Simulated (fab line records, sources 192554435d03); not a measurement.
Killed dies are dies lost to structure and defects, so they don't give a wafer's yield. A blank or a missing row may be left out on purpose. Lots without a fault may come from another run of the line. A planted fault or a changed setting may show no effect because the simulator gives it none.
One fault seen from 3 desks | flow n5_finfet | each desk has only its own numbers; what lay behind them comes last

THE TOOL OWNER'S DESK: rie_diel-06
The tool's own readings at N5_BEOL_M3_ETCH_69 (etches SiARC in CF4, target depth 15.6 nm, time 26 s): means of the sampled wafers that have a number, for each lot that ran on this tool. A lot is out of limits, marked OUT, if its mean lies more than 4 standard deviations from the usual mean; the brackets give that distance.
Columns: A = drypump_motor_current_A at N5_BEOL_M3_ETCH_69, usual 5.7 A; B = etch_rf_on_time_s at N5_BEOL_M3_ETCH_69, usual 26.0 s; C = oes_product_au at N5_BEOL_M3_ETCH_69, usual 0.69 a.u.; D = rf_vpp_V at N5_BEOL_M3_ETCH_69, usual 184.2 V; E = showerhead_plenum_p_Torr at N5_BEOL_M3_ETCH_69, usual 2.15 Torr; F = throttle_valve_pct at N5_BEOL_M3_ETCH_69, usual 15.55 %
lot  | first seen here | A   | B               | C    | D     | E    | F
L276 | day 10 15:02    | 5.7 | 26.5            | 0.64 | 184.2 | 2.16 | 15.57
L281 | day 11 16:43    | 5.7 | 23.4 (-4.6) OUT | 0.71 | 185.2 | 2.21 | 15.50
This desk's finding: out of limits on L281; first on L281, day 11 16:43 (etch_rf_on_time_s at N5_BEOL_M3_ETCH_69). In limits: L276.

THE DEFECT DESK
What the inspections along the route counted, lot by lot: means of the sampled wafers that have a number. A lot is out of limits, marked OUT, if its mean lies more than 4 standard deviations from the usual mean; the brackets give that distance.
Columns: A = raw_defect_count at N5_BEOL_M3_INSPECT_30, usual 419
lot  | first seen here | A
L275 | day 10 11:04    | 483
L276 | day 10 14:58    | 339
L279 | day 11 06:22    | 393
L281 | day 11 16:37    | 491
L282 | day 12 10:00    | 512
This desk's finding: nothing out of limits on any of the 5 lots.

THE METROLOGY DESK
What the gauges read, lot by lot, whatever tool the lot ran on: means of the sampled wafers that have a number. A lot is out of limits, marked OUT, if its mean lies more than 4 standard deviations from the usual mean; the brackets give that distance. Of its 12 readings 7 are shown: those that lie furthest out on some lot.
Columns: A = DIBL_P at N5_BEOL_M4_RC_MEAS_101, usual 37.2 mV/V; B = IOFF_N at N5_BEOL_M4_RC_MEAS_101, usual 0.18 nA/um; C = IOFF_P at N5_BEOL_M4_RC_MEAS_101, usual 0.23 nA/um; D = ION_P at N5_BEOL_M4_RC_MEAS_101, usual 468 uA/um; E = SS_P at N5_BEOL_M4_RC_MEAS_101, usual 73.5 mV/dec; F = VT_N at N5_BEOL_M4_RC_MEAS_101, usual 248 mV; G = VT_P at N5_BEOL_M4_RC_MEAS_101, usual -248 mV
lot  | first seen here | A    | B    | C    | D   | E    | F   | G
L275 | day 10 10:58    | 37.5 | 0.19 | 0.27 | 478 | 73.4 | 245 | -245
L276 | day 10 14:52    | 37.4 | 0.19 | 0.24 | 465 | 73.2 | 248 | -249
L279 | day 11 06:17    | 37.1 | 0.16 | 0.21 | 471 | 73.5 | 249 | -251
L281 | day 11 16:31    | 36.3 | 0.18 | 0.19 | 452 | 73.7 | 249 | -254
L282 | day 12 09:55    | 41.4 | 0.27 | 0.32 | 470 | 74.6 | 242 | -245
This desk's finding: nothing out of limits on any of the 5 lots.

PUT TOGETHER
The tool owner's desk could have raised an alarm at day 11 16:43, on L281.
The defect desk saw nothing out of limits.
The metrology desk saw nothing out of limits.
The defect desk has L281 on record, within its limits.
The metrology desk has L281 on record, within its limits.
Of the lots named, all ran N5_BEOL_M3_ETCH_69 on rie_diel-06.

WHAT THE SIMULATOR HAD PUT IN
Process parameter drift: rie_diel-06, from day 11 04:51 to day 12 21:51, at N5_BEOL_M3_ETCH_69. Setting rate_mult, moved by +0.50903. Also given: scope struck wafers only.
Lots struck among those shown: L281.
Hours from the fault's start to each desk's first reading out of limits: the tool owner's desk, 12.
